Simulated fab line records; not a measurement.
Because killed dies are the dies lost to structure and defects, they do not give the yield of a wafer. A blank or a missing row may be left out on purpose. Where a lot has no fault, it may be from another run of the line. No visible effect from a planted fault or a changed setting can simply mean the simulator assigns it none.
fab line records	flow n5_finfet
record lots=11	wafers=33	last_day=18
route steps=1938 shown BEOL_M6@1243 TV_LITHO@1886 TV_OPEN@1887 PASSIVATION@1905
lots untouched by any fault: they come from a run of this same line in which no faults occurred
start_h: start of the lot's first displayed wafer, in hours after the record's first day	wait_h: hours since the lot's step before	" unchanged from the row above	L1.1+2: several wafers, shown together as one row	- no value, or no start was given	* or withheld: withheld	< > ~ a bound
route shown NAME@n: a module of which the file shows steps, and the number in the route of the first	usual: mean/standard deviation taken from wafers without a fault	same: alike in all rows	chamber/n: place in a boat	sites: the reading at each site	_std_site: their standard deviation	_edge_site: mean of outer sites minus mean of inner sites	radius_mm: for every site, how far away it sits from the centre of the wafer	mask NAME#n: copy n	behind: the last tool/chamber to shape the wafer	hold: cause of the lot's hold/its duration in hours/its outcome	device: the transistor (n, p or np) that didn't switch	end of line: tests of these same wafers at the route's end	for a step that has no rows: nothing shown but its recipe	killed: not the wafer's yield, but the dies lost to structure and defects at the first sort	map: dies across one wafer; x = killed, . = not, _ = none there
set.NAME: setting as actually run; set.NAME@STEP: the setting as run at that earlier step	model.NAME: the simulator's own value behind a step, which no gauge read
a sample of lots followed through the steps of the route, with each step as a table and each wafer as a row
services: the hour from which a tool's chamber was out of use, counted from the record's first day as start_h (under 0 if before that day), plus the number of hours and why
## steps
# step N5_BEOL_M6_HM_STRIP_39
# recipe chemistry=peroxide_tin_strip	material=TiN	target_depth_a=250	temp_c=50	time_s=158
lot.wafer	tool	chamber	start_h	wait_h
L452.1+4+6	wet_bench-03	7,5,3	201.61	0.0
L453.3+5+6	wet_bench-04	2,7,5	205.85	0.0
L454.1+2+6	wet_bench-02	4,1,7	216.21	0.0
L456.2+4+5	wet_bench-03	5,4,1	228.65	0.0
L459.3+5+6	wet_bench-04	2,6,0	244.23	0.0
L460.1+3+5	wet_bench-02	1,4,0	255.49	0.0
L461.1+2+3	wet_bench-02	7,0,2	268.64	0.0
L462.1+3+4	wet_bench-02	2,3,7	275.33	0.0
L465.3+4+6	wet_bench-02	1,3,2	282.06	0.0
L466.2+3+6	wet_bench-02	4,3,6	289.86	0.0
L471.3+5+6	wet_bench-03	2,7,0	326.03	0.0
# step N5_PASSIVATION_DESCUM_12
# recipe chemistry=O2	time_s=7.9	source_power_w=50	bias_power_w=20	pressure_mtorr=20	rf_frequency_hz=2.712e+07	temp_c=40	o2_flow_sccm=225
# usual chamber_pressure_mTorr=19.998/0.022	drypump_motor_current_A=5.9/0.47	oes_product_au=0.80/0.079	rf_vpp_V=242.5/1.2	showerhead_plenum_p_Torr=2.05/0.064	throttle_valve_pct=20.46/0.28
lot.wafer	tool	chamber	start_h	wait_h	chamber_pressure_mTorr	drypump_motor_current_A	oes_product_au	rf_hours_counter_h	rf_vpp_V	showerhead_plenum_p_Torr	throttle_valve_pct
L452.1	rie_diel-01	2	287.53	3.0	19.998	6.0	0.84	48	241.9	2.05	20.63
L452.4	"	3	"	"	20.023	6.7	0.71	192	242.6	2.09	20.55
L452.6	"	1	"	"	20.007	5.9	0.82	-	243.3	2.00	20.14
L453.3	rie_diel-01	0	288.84	3.8	20.023	6.1	0.86	53	242.4	2.06	20.52
L453.5	"	3	"	"	20.010	6.7	0.71	-	240.8	2.09	20.55
L453.6	"	2	"	"	19.978	6.1	0.86	-	242.3	2.05	20.59
L454.1	rie_diel-03	1	293.07	2.5	20.023	5.7	0.93	7	242.8	2.04	20.55
L454.2	"	2	"	"	19.864	5.6	0.70	220	242.4	2.07	20.90
L454.6	"	2	"	"	19.975	5.6	0.69	-	243.1	2.07	20.89
L456.2	rie_diel-06	3	313.30	0.0	19.989	5.0	0.72	212	240.4	1.97	20.49
L456.4	"	1	"	"	19.984	5.3	0.70	243	241.5	1.96	20.20
L456.5	"	3	"	"	19.988	5.0	0.72	-	240.6	1.97	20.48
L459.3	rie_diel-01	1	325.50	0.0	19.980	5.8	0.81	115	242.8	2.00	20.14
L459.5	"	0	"	"	20.015	6.1	0.85	-	243.2	2.06	20.56
L459.6	"	1	"	"	19.985	5.8	0.81	-	241.6	2.00	20.14
L460.1	rie_diel-01	2	327.14	0.0	20.026	6.0	0.84	61	241.1	2.05	20.63
L460.3	"	0	"	"	20.031	6.1	0.85	66	243.3	2.06	20.55
L460.5	"	2	"	"	20.044	6.1	0.84	-	241.7	2.05	20.63
L461.1	rie_diel-01	2	343.63	0.0	19.976	6.0	0.82	66	243.0	2.05	20.61
L461.2	"	1	"	"	20.000	5.9	0.80	121	241.1	1.99	20.15
L461.3	"	3	"	"	19.990	6.7	0.69	210	243.1	2.08	20.56
L462.1	rie_diel-06	3	348.55	0.1	19.995	5.0	0.71	225	241.0	1.97	20.50
L462.3	"	0	"	"	20.027	6.2	0.81	102	241.7	2.02	20.16
L462.4	"	0	"	"	20.029	6.2	0.80	-	241.4	2.02	20.16
L465.3	rie_diel-01	3	351.85	0.0	19.985	6.7	0.69	212	242.6	2.08	20.57
L465.4	"	0	"	"	20.019	6.1	0.83	73	242.4	2.05	20.54
L465.6	"	1	"	"	19.990	5.8	0.81	-	241.7	1.99	20.15
L466.2	rie_diel-03	0	361.52	0.1	20.004	6.0	0.83	83	242.0	2.14	20.73
L466.3	"	1	"	"	20.003	5.7	0.86	29	243.3	2.03	20.58
L466.6	"	1	"	"	20.004	5.6	0.87	-	242.5	2.03	20.58
L471.3	rie_diel-06	0	414.49	0.4	20.007	6.2	0.79	120	240.7	2.01	20.20
L471.5	"	2	"	"	19.999	5.8	0.69	-	242.8	2.08	20.92
L471.6	"	0	"	"	19.983	6.2	0.79	-	242.2	2.01	20.19
# step N5_PASSIVATION_PASS_ETCH_74
# recipe chemistry=CF4/O2	target=SiNx	target_depth_a=2200	time_s=110	ion_energy_ev=100	pressure_mtorr=40	source_w=535	bias_w=49	Ar_flow_sccm=100	cf4_flow_sccm=100	O2_flow_sccm=10
# usual chamber_pressure_mTorr=40.00/0.037	drypump_motor_current_A=5.9/0.47	oes_product_au=0.80/0.077	rf_vpp_V=238/4.3	showerhead_plenum_p_Torr=2.16/0.066	throttle_valve_pct=16.00/0.22
lot.wafer	tool	chamber	start_h	wait_h	chamber_pressure_mTorr	drypump_motor_current_A	oes_product_au	rf_hours_counter_h	rf_vpp_V	showerhead_plenum_p_Torr	throttle_valve_pct
L452.1	rie_diel-01	2	287.60	0.0	39.94	6.0	0.87	48	240	2.14	15.92
L452.4	"	3	"	"	39.97	6.6	0.73	192	236	2.19	16.03
L452.6	"	1	"	"	39.99	5.8	0.83	-	236	2.13	15.80
L453.3	rie_diel-01	0	288.91	0.0	39.99	6.1	0.86	53	234	2.15	15.93
L453.5	"	3	"	"	40.01	6.7	0.72	-	235	2.19	16.02
L453.6	"	2	"	"	40.00	6.0	0.87	-	240	2.14	15.94
L454.1	rie_diel-03	1	293.14	0.0	40.02	5.6	0.94	8	244	2.16	16.10
L454.2	"	2	"	"	39.99	5.6	0.70	220	234	2.19	16.49
L454.6	"	2	"	"	40.00	5.6	0.70	-	234	2.19	16.50
L456.2	rie_diel-06	3	313.37	0.0	40.00	5.0	0.71	212	242	2.09	16.19
L456.4	"	1	"	"	39.97	5.3	0.69	243	240	2.11	16.03
L456.5	"	3	"	"	40.04	5.0	0.72	-	241	2.10	16.18
L459.3	rie_diel-01	1	325.56	0.0	40.03	5.8	0.81	115	236	2.12	15.84
L459.5	"	0	"	"	39.97	6.1	0.83	-	233	2.15	15.95
L459.6	"	1	"	"	39.99	5.8	0.80	-	236	2.12	15.83
L460.1	rie_diel-01	2	327.20	0.0	40.01	6.0	0.85	61	240	2.14	15.95
L460.3	"	0	"	"	40.00	6.1	0.83	66	234	2.15	15.96
L460.5	"	2	"	"	40.03	6.0	0.85	-	242	2.14	15.95
L461.1	rie_diel-01	2	343.70	0.0	39.96	6.1	0.85	66	241	2.14	15.97
L461.2	"	1	"	"	40.06	5.8	0.80	121	235	2.12	15.86
L461.3	"	3	"	"	39.97	6.7	0.72	210	235	2.18	16.06
L462.1	rie_diel-06	3	348.61	0.0	40.04	5.0	0.71	225	242	2.09	16.20
L462.3	"	0	"	"	40.02	6.2	0.80	102	234	2.13	15.79
L462.4	"	0	"	"	39.97	6.2	0.80	-	234	2.13	15.78
L465.3	rie_diel-01	3	351.91	0.0	39.92	6.7	0.70	212	236	2.18	16.04
L465.4	"	0	"	"	40.05	6.1	0.82	73	233	2.15	15.96
L465.6	"	1	"	"	40.02	5.9	0.80	-	234	2.12	15.84
L466.2	rie_diel-03	0	361.58	0.0	40.00	6.0	0.82	83	243	2.21	15.95
L466.3	"	1	"	"	40.03	5.6	0.87	29	244	2.15	16.12
L466.6	"	1	"	"	39.99	5.6	0.88	-	244	2.15	16.14
L471.3	rie_diel-06	0	414.56	0.0	39.94	6.2	0.78	120	234	2.13	15.82
L471.5	"	2	"	"	40.06	5.8	0.70	-	238	2.18	16.39
L471.6	"	0	"	"	39.92	6.2	0.78	-	232	2.13	15.84
# step N5_PASSIVATION_CD_MEAS_30
# recipe target_cd_nm=4000	landing_energy_ev=500	detector=se_inlens	polarity=opening
# usual cd_nm=4000.6/2.1
lot.wafer	tool	chamber	start_h	wait_h	cd_nm
L452.1	cd_sem-01	0	288.88	-	4003.1
L452.4	"	0	"	"	4001.7
L452.6	"	0	"	"	4000.5
L453.3	cd_sem-01	0	290.08	-	3999.0
L453.5	"	0	"	"	3998.3
L453.6	"	0	"	"	3997.1
L454.1	cd_sem-03	0	294.43	-	3998.5
L454.2	"	0	"	"	3999.4
L454.6	"	0	"	"	4000.2
L456.2	cd_sem-03	0	315.13	-	3998.0
L456.4	"	0	"	"	3996.9
L456.5	"	0	"	"	3997.3
L459.3	cd_sem-02	0	327.68	-	3999.8
L459.5	"	0	"	"	3998.4
L459.6	"	0	"	"	3997.6
L460.1	cd_sem-01	0	328.53	-	3998.3
L460.3	"	0	"	"	3999.2
L460.5	"	0	"	"	3998.8
L461.1	cd_sem-02	0	345.09	-	4003.5
L461.2	"	0	"	"	4003.6
L461.3	"	0	"	"	4002.7
L462.1	cd_sem-02	0	350.08	-	4002.7
L462.3	"	0	"	"	4003.9
L462.4	"	0	"	"	4003.1
L465.3	cd_sem-01	0	353.44	-	4004.8
L465.4	"	0	"	"	4004.0
L465.6	"	0	"	"	4002.0
L466.2	cd_sem-02	0	362.88	-	4001.1
L466.3	"	0	"	"	4001.7
L466.6	"	0	"	"	4002.2
L471.3	cd_sem-02	0	416.23	-	4000.0
L471.5	"	0	"	"	3998.9
L471.6	"	0	"	"	4001.3
# step N5_PASSIVATION_PROBE_49
# usual defect_limited_yield=91.0/1.5	killed_at_M0_to_M3=34/9.1	killed_at_M4_up=14/5.7	killed_at_contacts=13/5.7	killed_at_front_end=42/12	killed_at_other=4/3.4	killed_dies=106/17	killed_on_rim=14/4.3	killed_open=70/13	killed_short=34/7.5	sort_bin_5_function=5.2/0.94	sort_bin_6_memory=3.4/0.69	sort_n_pass=1074/17	sort_yield_pct=91.0/1.5
# same gross_dies=1180	killed_at_back_side=0	sort_bin_4_leakage[%]=0	sort_bin_8_speed[%]=0
lot.wafer	tool	chamber	start_h	wait_h	defect_limited_yield[%]	killed_at_M0_to_M3	killed_at_M4_up	killed_at_contacts	killed_at_front_end	killed_at_other	killed_dies	killed_on_rim	killed_open	killed_short	sort_bin_5_function[%]	sort_bin_6_memory[%]	sort_n_pass	sort_yield_pct[%]
L459.3	prober-02	-	333.64	0.1	91.9	19	24	11	22	19	95	20	59	36	5.0	3.0	1085	91.9
L459.5	prober-02	-	333.74	0.2	90.0	21	32	15	42	8	118	10	76	38	5.3	3.6	1062	90.0
L459.6	prober-02	-	333.79	0.3	89.7	28	23	14	50	7	122	12	72	49	5.6	4.5	1058	89.7
L460.1	prober-01	-	333.81	0.0	92.4	39	5	13	29	4	90	16	57	31	5.3	2.1	1090	92.4
L460.3	prober-01	-	333.91	0.1	91.4	40	7	13	38	3	101	8	65	35	5.3	3.1	1079	91.4
L460.5	prober-01	-	334.01	0.2	90.0	19	4	27	53	15	118	15	77	39	5.4	4.2	1062	90.0
L461.1	prober-01	-	351.56	0.0	91.9	49	9	8	27	2	95	15	64	31	4.8	2.7	1085	91.9
L461.2	prober-01	-	351.61	0.1	91.6	27	11	13	47	1	99	9	65	34	4.1	4.1	1081	91.6
L461.3	prober-01	-	351.66	0.1	91.1	31	6	10	55	3	105	12	68	37	4.9	3.4	1075	91.1
L462.1	prober-02	-	356.70	0.0	91.9	26	12	10	45	3	96	12	65	28	4.5	3.2	1084	91.9
L462.3	prober-02	-	356.80	0.1	84.7	27	82	12	57	2	180	26	70	33	9.7	3.2	1000	84.7
L462.4	prober-02	-	356.85	0.2	91.4	21	13	13	50	4	101	17	74	24	5.4	2.9	1079	91.4
L465.3	prober-01	-	358.59	0.1	92.0	26	11	13	34	10	94	3	50	44	4.7	3.0	1086	92.0
L465.4	prober-01	-	358.64	0.2	87.6	28	85	3	28	2	146	29	60	19	6.9	3.5	1034	87.6
L465.6	prober-01	-	358.74	0.3	89.4	50	17	17	20	21	125	17	83	41	5.8	4.3	1055	89.4
L466.2	prober-01	-	368.43	0.1	92.9	28	12	16	28	0	84	16	54	27	4.7	2.4	1096	92.9
L466.3	prober-01	-	368.48	0.1	84.2	26	85	18	52	5	186	35	77	40	9.2	4.7	994	84.2
L466.6	prober-01	-	368.63	0.3	90.0	32	12	10	60	4	118	8	74	39	5.5	3.9	1062	90.0
# killed by level:class
L459.3 MOL_CONTACT_COAG:geometric_particle:open=11 BEOL_M4:geometric_particle:open=10 GATE_CUT:geometric_particle:short=8 BEOL_M0_SAQP:geometric_particle:open=6 BEOL_M3:geometric_particle:open=6 BEOL_M4:geometric_particle:short=6 MIM_TOP_ETCH:geometric_particle:open=5 PASS1_CAP:geometric_particle:open=4
L459.5 BEOL_M4:geometric_particle:open=19 MOL_CONTACT_COAG:geometric_particle:open=10 STI_FIN_REVEAL:geometric_particle:open=8 BEOL_M0_SAQP:geometric_particle:open=8 FIN_SAQP:geometric_particle:short=6 BEOL_M0_SAQP:geometric_particle:short=6 GATE_CUT:geometric_particle:short=5 BEOL_M4:geometric_particle:short=5
L459.6 BEOL_M4:geometric_particle:open=15 BEOL_M3:geometric_particle:open=12 FIN_SAQP:geometric_particle:short=11 MOL_CONTACT_COAG:geometric_particle:open=11 STI_FIN_REVEAL:geometric_particle:open=10 FIN_SAQP:geometric_particle:open=8 BEOL_M0_SAQP:geometric_particle:short=7 GATE_CUT:geometric_particle:short=5
L460.1 BEOL_M1:geometric_particle:open=13 MOL_CONTACT_COAG:geometric_particle:open=12 BEOL_M0_SAQP:geometric_particle:open=6 GATE_CUT:geometric_particle:short=5 BEOL_M0_SAQP:geometric_particle:short=5 BEOL_M1:geometric_particle:short=5 FIN_SAQP:geometric_particle:open=4 DUMMY_GATE:geometric_particle:open=4
L460.3 BEOL_M0_SAQP:geometric_particle:short=14 MOL_CONTACT_COAG:geometric_particle:open=11 STI_FIN_REVEAL:geometric_particle:open=8 BEOL_M0_SAQP:geometric_particle:open=8 BEOL_M1:geometric_particle:open=6 BEOL_M1:geometric_particle:short=5 BEOL_M2:geometric_particle:open=5 DUMMY_GATE:geometric_particle:open=4
L460.5 MOL_CONTACT_COAG:geometric_particle:open=18 STI_FIN_REVEAL:geometric_particle:open=15 FIN_SAQP:geometric_particle:open=11 MOL_CONTACT_COAG:geometric_particle:short=9 BEOL_M0_SAQP:geometric_particle:open=8 MIM_TOP_ETCH:geometric_particle:short=5 FIN_SAQP:geometric_particle:short=4 DUMMY_GATE:geometric_particle:open=4
L461.1 BEOL_M2:geometric_particle:open=12 STI_FIN_REVEAL:geometric_particle:open=10 BEOL_M0_SAQP:geometric_particle:short=9 MOL_CONTACT_COAG:geometric_particle:open=7 BEOL_M0_SAQP:geometric_particle:open=7 BEOL_M1:geometric_particle:open=7 GATE_CUT:geometric_particle:short=6 BEOL_M3:geometric_particle:open=6
L461.2 MOL_CONTACT_COAG:geometric_particle:open=11 STI_FIN_REVEAL:geometric_particle:open=10 BEOL_M2:geometric_particle:open=9 GATE_CUT:geometric_particle:short=8 GATE_CUT:geometric_particle:open=7 FIN_SAQP:geometric_particle:short=6 BEOL_M0_SAQP:geometric_particle:short=6 FIN_SAQP:geometric_particle:open=5
L461.3 STI_FIN_REVEAL:geometric_particle:open=23 FIN_SAQP:geometric_particle:open=10 BEOL_M0_SAQP:geometric_particle:short=10 MOL_CONTACT_COAG:geometric_particle:open=9 BEOL_M0_SAQP:geometric_particle:open=9 FIN_SAQP:geometric_particle:short=6 GATE_CUT:geometric_particle:short=6 BEOL_M2:geometric_particle:open=4
L462.1 FIN_SAQP:geometric_particle:open=12 BEOL_M3:geometric_particle:open=7 FIN_SAQP:geometric_particle:short=6 MOL_CONTACT_COAG:geometric_particle:open=6 STI_FIN_REVEAL:geometric_particle:open=5 BEOL_M0_SAQP:geometric_particle:open=5 BEOL_M1:geometric_particle:open=5 DUMMY_GATE:geometric_particle:open=4
L462.3 BEOL_M6:unspecified=75 FIN_SAQP:geometric_particle:open=19 FIN_SAQP:geometric_particle:short=11 STI_FIN_REVEAL:geometric_particle:open=9 BEOL_M3:geometric_particle:open=8 MOL_CONTACT_COAG:geometric_particle:open=8 BEOL_M0_SAQP:geometric_particle:short=5 DUMMY_GATE:geometric_particle:open=4
L462.4 FIN_SAQP:geometric_particle:open=17 MOL_CONTACT_COAG:geometric_particle:open=12 GATE_CUT:geometric_particle:open=6 BEOL_M0_SAQP:geometric_particle:short=5 BEOL_M3:geometric_particle:open=5 FIN_SAQP:geometric_particle:short=4 STI_FIN_REVEAL:geometric_particle:open=4 DUMMY_GATE:geometric_particle:open=4
L465.3 MOL_CONTACT_COAG:geometric_particle:open=11 FIN_SAQP:geometric_particle:short=9 FIN_SAQP:geometric_particle:open=7 BEOL_M0_SAQP:geometric_particle:short=6 BEOL_M3:geometric_particle:open=6 BEOL_M3:geometric_particle:short=6 PASS1_CAP:geometric_particle:short=5 STI_FIN_REVEAL:geometric_particle:open=3
L465.4 BEOL_M6:unspecified=67 FIN_SAQP:geometric_particle:open=11 BEOL_M0_SAQP:geometric_particle:open=9 BEOL_M3:geometric_particle:open=7 BEOL_M4:geometric_particle:open=6 BEOL_M7:geometric_particle:open=6 FIN_SAQP:geometric_particle:short=5 STI_FIN_REVEAL:geometric_particle:open=5
L465.6 BEOL_M3:geometric_particle:open=14 MOL_CONTACT_COAG:geometric_particle:open=12 BEOL_M0_SAQP:geometric_particle:open=9 BEOL_M1:geometric_particle:open=8 BEOL_M3:geometric_particle:short=7 MOL_CONTACT_COAG:geometric_particle:short=5 BEOL_M4:geometric_particle:open=5 BEOL_M7:geometric_particle:open=5
L466.2 MOL_CONTACT_COAG:geometric_particle:open=11 BEOL_M1:geometric_particle:open=8 GATE_CUT:geometric_particle:short=6 STI_FIN_REVEAL:geometric_particle:open=5 ILD0:geometric_particle:open=4 STARTING-WAFER:geometric_particle:open=4 MOL_CONTACT_COAG:geometric_particle:short=4 BEOL_M0_SAQP:geometric_particle:short=4
L466.3 BEOL_M6:unspecified=69 MOL_CONTACT_COAG:geometric_particle:open=15 STI_FIN_REVEAL:geometric_particle:open=12 FIN_SAQP:geometric_particle:short=11 BEOL_M1:geometric_particle:open=10 FIN_SAQP:geometric_particle:open=6 BEOL_M3:geometric_particle:open=6 BEOL_M4:geometric_particle:open=6
L466.6 FIN_SAQP:geometric_particle:short=12 STI_FIN_REVEAL:geometric_particle:open=9 FIN_SAQP:geometric_particle:open=8 BEOL_M1:geometric_particle:open=8 MOL_CONTACT_COAG:geometric_particle:open=8 BEOL_M3:geometric_particle:open=8 DUMMY_GATE:geometric_particle:open=6 GATE_CUT:geometric_particle:short=6
## services
tool	chamber	start_h	hours	kind
rie_diel-06	-	193.26	2.8	pm
rie_diel-06	1	217.57	10.0	repair
rie_diel-03	3	222.21	10.9	repair
rie_diel-03	1	238.81	-	clean
rie_diel-03	1	238.81	-	consumable_replace:focus_ring
rie_diel-03	1	238.81	25.4	scheduled_down
rie_diel-03	1	238.81	25.4	vent_cycle
rie_diel-03	-	252.59	14.6	pm
rie_diel-03	2	270.09	9.5	repair
rie_diel-06	-	278.78	15.6	pm
rie_diel-03	3	335.42	-	clean
rie_diel-03	3	335.42	-	consumable_replace:focus_ring
rie_diel-03	3	335.42	-	consumable_replace:showerhead
rie_diel-03	3	335.42	25.7	scheduled_down
rie_diel-06	1	335.87	-	clean
rie_diel-06	1	335.87	-	consumable_replace:focus_ring
rie_diel-06	1	335.87	-	consumable_replace:showerhead
rie_diel-06	1	335.87	25.9	scheduled_down
rie_diel-06	1	335.87	25.9	vent_cycle
rie_diel-06	2	373.65	8.9	repair
rie_diel-06	0	387.97	4.6	repair
rie_diel-01	1	402.93	5.7	repair
rie_diel-06	3	408.98	12.4	repair
rie_diel-06	0	411.14	2.6	repair
## key
first_sign step=N5_PASSIVATION_PROBE_49	reading=killed_at_M4_up	direction=up	sigmas=12	usual=14	struck=84
effect step=N5_PASSIVATION_PROBE_49	reading=killed_dies	direction=up	sigmas=3.7	usual=106	struck=171
more_kills_born_at N5_BEOL_M6_HM_STRIP_39@wet_bench-02=211
met_at N5_BEOL_M6_HM_STRIP_39
struck_lots L462,L465,L466
struck_wafers L462.3,L465.4,L466.3
not_acting_at N5_PASSIVATION_DESCUM_12,N5_PASSIVATION_PASS_ETCH_74,N5_PASSIVATION_CD_MEAS_30
fault kind=chamber_particle_source	tool=wet_bench-02	chamber=3	onset_h=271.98	steps=N5_BEOL_M6_HM_STRIP_39	rate_per_visit_cm2=0.86563	end_h=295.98
